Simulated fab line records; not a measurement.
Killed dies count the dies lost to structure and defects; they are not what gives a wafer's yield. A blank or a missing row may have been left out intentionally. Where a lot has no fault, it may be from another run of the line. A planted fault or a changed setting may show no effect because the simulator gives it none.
Split-lot trial | flow n5Finfet | 21 wafers read from 7 lots, route of 1938 steps

## ABOUT THE SPLIT
At N5_BEOL_M14_DEP_53 (deposits SiCN from 3MS/NH3, target thk 50 nm, time 17.8 s), the setting timeS was moved away from the recipe's 17.8 s on 4 of the 21 wafers read, by -12.0% to -4.6%. The other wafers ran this setting at the recipe's value.

Reading taken at the split's own step.

## THE READING
SiCN_of_BEOL_M14_DEP_53.thkNm (the simulator's own value, which no gauge read), in nm, at N5_BEOL_M14_DEP_53 (deposits SiCN from 3MS/NH3, target thk 50 nm, time 17.8 s). No usual value for it is given in the file. Here, 17 wafers ran the recipe; their average is 50.9 nm with a standard deviation of 0.88 nm.

wafer  | tool, chamber at the split | timeS as run, s | against the recipe | SiCN_of_BEOL_M14_DEP_53.thkNm, nm | against lot-mates on the recipe
L075.1 | pecvd-04, 0                | 17.8            | recipe             | 51.2                              | -
L075.4 | pecvd-04, 0                | 17.8            | recipe             | 51.6                              | -
L075.6 | pecvd-04, 2                | 15.66           | -12.0%             | 45.6                              | -5.8
L076.1 | pecvd-02, 1                | 17.8            | recipe             | 50.4                              | -
L076.2 | pecvd-02, 0                | 17.8            | recipe             | 49.2                              | -
L076.5 | pecvd-02, 2                | 17.8            | recipe             | 51.6                              | -
L084.1 | pecvd-01, 0                | 17.8            | recipe             | 49.6                              | -
L084.5 | pecvd-01, 1                | 17.8            | recipe             | 50.6                              | -
L084.6 | pecvd-01, 0                | 17.8            | recipe             | 49.8                              | -
L089.3 | pecvd-02, 1                | 17.8            | recipe             | 50.4                              | -
L089.5 | pecvd-02, 0                | 17.8            | recipe             | 51.2                              | -
L089.6 | pecvd-02, 2                | 17.8            | recipe             | 52                                | -
L094.1 | pecvd-01, 0                | 17.8            | recipe             | 50.6                              | -
L094.4 | pecvd-01, 2                | 16.98           | -4.6%              | 48                                | -2.1
L094.6 | pecvd-01, 1                | 17.8            | recipe             | 49.6                              | -
L095.4 | pecvd-02, 2                | 17.8            | recipe             | 51.6                              | -
L095.5 | pecvd-02, 0,1              | 16.9            | -5.1%              | 48.2                              | -3.4
L095.6 | pecvd-02, 0,1              | 16.9            | -5.1%              | 48.2                              | -3.4
L097.4 | pecvd-04, 0                | 17.8            | recipe             | 51.8                              | -
L097.6 | pecvd-04, 0                | 17.8            | recipe             | 51.8                              | -
L097.5 | pecvd-04, 2                | 17.8            | recipe             | 51.6                              | -
When a row names more than one chamber, that row covers several wafers, and the file does not tell which wafer ran in which chamber.

FIT RESULTS
A straight line over all 21 wafers: SiCN_of_BEOL_M14_DEP_53.thkNm changes by +0.471 nm for each +1% of timeS; r = +0.86; the points scatter about the line by 0.85 nm.
The same after taking each lot's own level away (the mean of its wafers on the recipe; 21 wafers): +0.52 nm for each +1%; r = +0.94; scatter 0.6 nm.
According to that fit, moving timeS by its largest amount changes the reading by 6.3 nm.
Across the lots, their own levels run from 50.00 to 51.73 nm, a range of 2.0 times the standard deviation given above.
The two slopes agree, so the slope changes little with the lot-to-lot level.
Check: for one of the wafers moved furthest among these (-12.0%), held out of the fit, the line's prediction against its lot-mates is -7.33 nm. It came out at -5.8 nm against them.

## THESE WAFERS: OTHER SPLITS
Note: prior to the reading, these wafers also went through further splits. Each is held against what the fit with the lots' levels taken away leaves over:
other split on the same wafers   | wafers away from the commonest value | r with SiCN_of_BEOL_M14_DEP_53.thkNm (lot level and that fit taken away)
N5_BEOL_M10_TRENCH_ETCH_37 timeS | 8                                    | +0.13
N5_BEOL_M11_VIA_ETCH_34 timeS    | 5                                    | -0.07
N5_BEOL_M11_CURE_72 timeS        | 8                                    | +0.12
N5_BEOL_M12_CMP_49 downForcePsi  | 7                                    | +0.15
N5_BEOL_M13_SPUTTER_43 timeS     | 5                                    | -0.07

## FILE'S OWN FIT
SiCN_of_BEOL_M14_DEP_53.thkNm changes by +0.505 nm for each +1% of timeS, r = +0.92.
